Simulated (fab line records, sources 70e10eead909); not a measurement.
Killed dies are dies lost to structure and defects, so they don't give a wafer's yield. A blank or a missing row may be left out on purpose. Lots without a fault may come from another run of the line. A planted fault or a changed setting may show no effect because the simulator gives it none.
Chamber matching | flow nand_harc | NHARC_A_CHANNEL_FILL_D1_ALD_02 on ald_hk-03: 4 sister chambers
The step deposits SiO2, target thk 6 nm, pulse time 10 s, ald cycles 60. 4 wafers are shown with their chamber, then 7 later ones without.

WAFERS WITH THEIR CHAMBER
wafer  | chamber | heater_power_w (W)
L502.4 | 0       | 453
L504.4 | 3       | 558
L507.1 | 2       | 403
L507.2 | 1       | 417

WAFERS WITHOUT THEIR CHAMBER
wafer  | heater_power_w (W)
L507.5 | 415
L512.2 | 545
L512.3 | 408
L512.4 | 448
L519.3 | 544
L519.4 | 429
L519.6 | 430

WHICH CHAMBER EACH WENT THROUGH
wafer  | from the rows above          | in truth
L507.5 | can't be placed: 1 or 2      | 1
L512.2 | 3                            | 3
L512.3 | can't be placed: 2 or 1      | 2
L512.4 | 0                            | 0
L519.3 | 3                            | 3
L519.4 | can't be placed: 1 or 0 or 2 | 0
L519.6 | can't be placed: 1 or 0 or 2 | 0
Placed correctly: 3 of 7. Can't be placed from these rows: 4 (the true chamber is among the candidates in 4). Placed wrongly: 0.
How it was worked out, from the rows above alone: a wafer's distance from a chamber is the root of the sum, over the readings, of the square of ((its reading less the chamber's mean) divided by the reading's scatter). The wafer belongs to the nearest chamber; if the next one is less than 2 further off, it can't be placed. A chamber's mean is the mean of its shown wafers. The scatter: with one shown wafer a chamber, the root of the mean of the squares of how far each hidden wafer lies from its nearest shown one.
